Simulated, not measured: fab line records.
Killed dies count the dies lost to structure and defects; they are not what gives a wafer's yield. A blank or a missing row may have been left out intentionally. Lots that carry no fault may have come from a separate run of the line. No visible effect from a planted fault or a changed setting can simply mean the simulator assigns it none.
Code-filled problem report in 8D (eight disciplines) form -- flow n5_finfet -- the parts of the form that need people (team, actions taken, sign-off) are left out

1. WHAT WENT WRONG
Wafers without a fault read 1500.0 rpm, standard deviation 1.1; spin_speed_rpm at N5_BEOL_M8_COAT_71 reads a mean of 1445.5 rpm on 6 wafers belonging to 2 lots. That puts it -50 standard deviations away from the usual mean.
The step: time 60 s, resist thk 5 nm.
Earliest sighting: wafer L628.1 on litho_track-04 at day 12 04:10. The record holds 12 wafers of 4 lots with a number at this step. The rule behind "out" and "out of limits": a value lying over 4 standard deviations away from the usual mean. All remaining wafers that have a number are taken as sound.

2. WHAT IT IS, AND WHAT IT ISN'T
question,is,is not
which readings at this step,spin_speed_rpm,dispense_pressure_kPa
which lots,"L628, L630","L623, L638"
which wafers of those lots,all that have a number,-
read on which tools,litho_track-04,litho_track-05
when,from day 12 04:10,up to then (3 sound wafers); but 3 sound wafers of L638 came after

3. WHAT RULES OUT EACH SUSPECT
Counting: any tool at a process step up to the reading is kept as a suspect provided that every lot that is out went through it and no sound lot did after the first of them.
- litho_track-04 at N5_BEOL_M8_COAT_71 (time 60 s, resist thk 5 nm): kept. It ran every lot that is out, first L628 (day 12 04:10), and no sound lot after that; its last sound lot up to then is L623 (day 11 20:02). On those wafers its own readings are out: spin_speed_rpm.
Left after counting: litho_track-04 at N5_BEOL_M8_COAT_71.

4. THE CAUSE (what the simulator had put in)
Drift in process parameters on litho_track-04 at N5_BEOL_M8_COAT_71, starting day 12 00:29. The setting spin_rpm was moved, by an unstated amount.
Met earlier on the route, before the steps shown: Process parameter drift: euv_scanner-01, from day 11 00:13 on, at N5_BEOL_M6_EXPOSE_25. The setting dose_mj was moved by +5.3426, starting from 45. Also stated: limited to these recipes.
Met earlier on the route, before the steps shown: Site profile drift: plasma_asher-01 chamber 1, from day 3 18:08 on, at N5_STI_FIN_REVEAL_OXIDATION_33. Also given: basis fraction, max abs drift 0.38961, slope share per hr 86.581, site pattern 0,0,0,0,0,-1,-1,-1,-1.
This tool alone remained once counting was done.

5. SEQUENCE OF EFFECTS, ordered by route
Rows list readings where the struck wafers' mean (over those with a number) sits beyond 3 standard deviations from the usual. Only readings for which the record gives a usual standard deviation are gone through. hours: the time from each lot's start at the first step in this table that gives one to its start at this step, as a median over the lots. sigmas: the change in usual standard deviations.
hours,step,reading,usual,on struck wafers,change,sigmas
0,N5_BEOL_M8_COAT_71,spin_speed_rpm,1500.0 rpm,1445.5,-54.5,-50
Here are the process steps it includes:
- N5_BEOL_M8_COAT_71: time 60 s, resist thk 5 nm.

6. HOW IT WOULD HAVE BEEN CAUGHT EARLIER
The fault began at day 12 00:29; the first out-of-limits reading in this record came at day 12 04:10, 4 hours later.
